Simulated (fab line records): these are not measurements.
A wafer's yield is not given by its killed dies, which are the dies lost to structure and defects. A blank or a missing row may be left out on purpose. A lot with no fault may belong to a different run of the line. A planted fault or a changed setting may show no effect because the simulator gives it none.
Matching of chambers | flow n5_finfet | N5_BEOL_M2_STRIP_36 on rie_diel-06: 4 sister chambers
The step strips in N2/H2. 18 wafers are shown with their chamber, then 9 later ones without.

== EACH WAFER AND ITS CHAMBER ==
wafer  | chamber | showerhead_plenum_p_Torr (Torr) | drypump_motor_current_A (A) | throttle_valve_pct (%)
L075.1 | 0       | 2.71                            | 5.8                         | 23.82
L075.2 | 2       | 2.50                            | 5.0                         | 23.30
L075.5 | 3       | 2.67                            | 6.0                         | 23.62
L078.1 | 1       | 2.45                            | 5.8                         | 23.62
L078.3 | 2       | 2.50                            | 5.0                         | 23.30
L078.6 | 2       | 2.50                            | 4.9                         | 23.30
L080.3 | 1       | 2.44                            | 5.8                         | 23.63
L080.4 | 0       | 2.71                            | 5.9                         | 23.84
L080.5 | 0       | 2.71                            | 5.8                         | 23.82
L085.3 | 2       | 2.50                            | 5.0                         | 23.33
L085.4 | 0       | 2.71                            | 5.8                         | 23.83
L085.5 | 3       | 2.67                            | 6.0                         | 23.63
L084.2 | 3       | 2.66                            | 6.0                         | 23.64
L084.4 | 0       | 2.71                            | 5.9                         | 23.84
L084.6 | 3       | 2.67                            | 6.1                         | 23.67
L090.3 | 1       | 2.44                            | 5.8                         | 23.63
L090.4 | 2       | 2.49                            | 5.0                         | 23.07
L090.6 | 3       | 2.66                            | 6.0                         | 23.69

SIGNATURES (means of the wafers above)
reading                  | chamber 0 | chamber 1 | chamber 2 | chamber 3 | scatter within a chamber
showerhead_plenum_p_Torr | 2.7100    | 2.4433    | 2.4980    | 2.6660    | 0.00436
drypump_motor_current_A  | 5.840     | 5.800     | 4.980     | 6.020     | 0.0447
throttle_valve_pct       | 23.8300   | 23.6267   | 23.2600   | 23.6500   | 0.0596
Rule: a wafer's distance from a chamber is the root of the sum, over the readings, of the square of ((its reading less the chamber's mean) divided by the reading's scatter). If the next closest chamber is less than 2 further off than the closest, the wafer can't be placed; otherwise it belongs to the closest. The scatter is the square root of a quotient: the sum, over the shown wafers, of each reading's squared deviation from its chamber's mean, divided by wafers minus chambers.

== WAFERS WHOSE CHAMBER IS MISSING ==
wafer  | showerhead_plenum_p_Torr (Torr) | drypump_motor_current_A (A) | throttle_valve_pct (%)
L091.2 | 2.65                            | 6.0                         | 23.67
L091.4 | 2.69                            | 5.9                         | 23.85
L091.6 | 2.69                            | 5.8                         | 23.88
L096.1 | 2.43                            | 5.8                         | 23.67
L096.3 | 2.49                            | 5.0                         | 23.09
L096.5 | 2.69                            | 5.8                         | 23.87
L097.1 | 2.65                            | 6.0                         | 23.68
L097.2 | 2.49                            | 5.0                         | 23.09
L097.3 | 2.43                            | 5.8                         | 23.67

== WHICH CHAMBER EACH WENT THROUGH ==
wafer  | from the rows above | in truth
L091.2 | 3                   | 3
L091.4 | 0                   | 0
L091.6 | 0                   | 0
L096.1 | 1                   | 1
L096.3 | 2                   | 2
L096.5 | 0                   | 0
L097.1 | 3                   | 3
L097.2 | 2                   | 2
L097.3 | 1                   | 1
Placed correctly: 9 of 9. Number that these rows cannot place: 0. Wrongly placed: 0.
